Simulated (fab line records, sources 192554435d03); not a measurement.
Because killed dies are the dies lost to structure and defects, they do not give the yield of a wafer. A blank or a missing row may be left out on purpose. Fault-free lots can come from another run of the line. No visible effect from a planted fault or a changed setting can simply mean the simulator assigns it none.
The tool behind it: which one? -- flow n5_finfet -- 24 lots (72 wafers sampled), 1 step of a 1938-step route

== WHAT THE GAUGES SHOWED, per wafer ==
N5_BEOL_M5_CD_MEAS_35: target cd 28 nm, target cd y 24 nm.
lot,measured,on,cd_nm (nm)
L074,day 8 00:00,cd_sem-02,28.3 28.0 28.0
L075,day 8 04:37,cd_sem-01,27.7 28.4 28.3
L076,day 8 19:35,cd_sem-03,27.0 27.9 28.0
L077,day 8 20:16,cd_sem-02,28.4 28.2 28.6
L078,day 8 22:11,cd_sem-02,28.7 29.0 28.2
L079,day 9 01:20,cd_sem-03,28.3 27.8 27.7
L080,day 9 05:11,cd_sem-02,27.7 28.0 27.3
L081,day 9 23:09,cd_sem-03,29.0 28.6 29.0
L082,day 10 05:06,cd_sem-02,28.0 27.5 28.5
L083,day 10 12:11,cd_sem-03,28.8 28.3 28.2
L084,day 10 14:48,cd_sem-03,28.2 28.2 28.8
L085,day 10 14:58,cd_sem-01,28.5 28.3 28.1
L086,day 11 07:40,cd_sem-01,26.8 27.2 27.5
L088,day 11 08:10,cd_sem-02,27.3 27.7 27.1
L087,day 11 13:52,cd_sem-03,27.7 27.8 27.6
L089,day 12 00:26,cd_sem-03,28.0 27.4 28.0
L090,day 12 10:20,cd_sem-01,28.1 28.3 28.1
L091,day 12 12:11,cd_sem-01,27.4 28.1 28.1
L092,day 12 16:13,cd_sem-03,27.2 28.0 27.7
L093,day 12 22:48,cd_sem-01,28.1 28.6 28.6
L094,day 13 02:35,cd_sem-03,28.3 28.7 27.8
L095,day 13 10:21,cd_sem-01,28.8 28.5 29.1
L096,day 13 16:57,cd_sem-03,28.9 28.4 28.2
L097,day 13 19:23,cd_sem-01,27.8 28.6 28.3

== TOOL THAT RAN EACH LOT (tool first, then ch and the chambers of the sampled wafers, then the start) ==
No process step before these readings appears in the record.

== WHAT THE TOOLS THEMSELVES READ (means of the sampled wafers that have a number; where no wafer has one, the mark that the record gives instead) ==
The record holds no such reading with a usual standard deviation.

== THE ANSWER, worked out from the rows above alone ==
Rule: usual is defined by the lots themselves. Put in order of their means at a reading, lots are off if they are a third of the lots or fewer, leave a main group of 4 or more, and stand apart from it by a gap of 3 or more times the standard deviation of the main group's means; of several such gaps the widest counts. The tables above print the reading to a certain number of digits; a main group whose means all agree to those digits is not used. A lot without any number at a reading at which 4 lots or more have one is off too. Any other lot the step has rows for is counted as sound. First the gauges in route order, then the tools' own readings, where a lot's mean is used as printed above. At the first step where some lot is off, the reading lying furthest off is the one used; lots without a number count as furthest.
Nothing can be told from this: no lot is off at any reading shown.

== WHAT WAS PUT IN BY THE SIMULATOR ==
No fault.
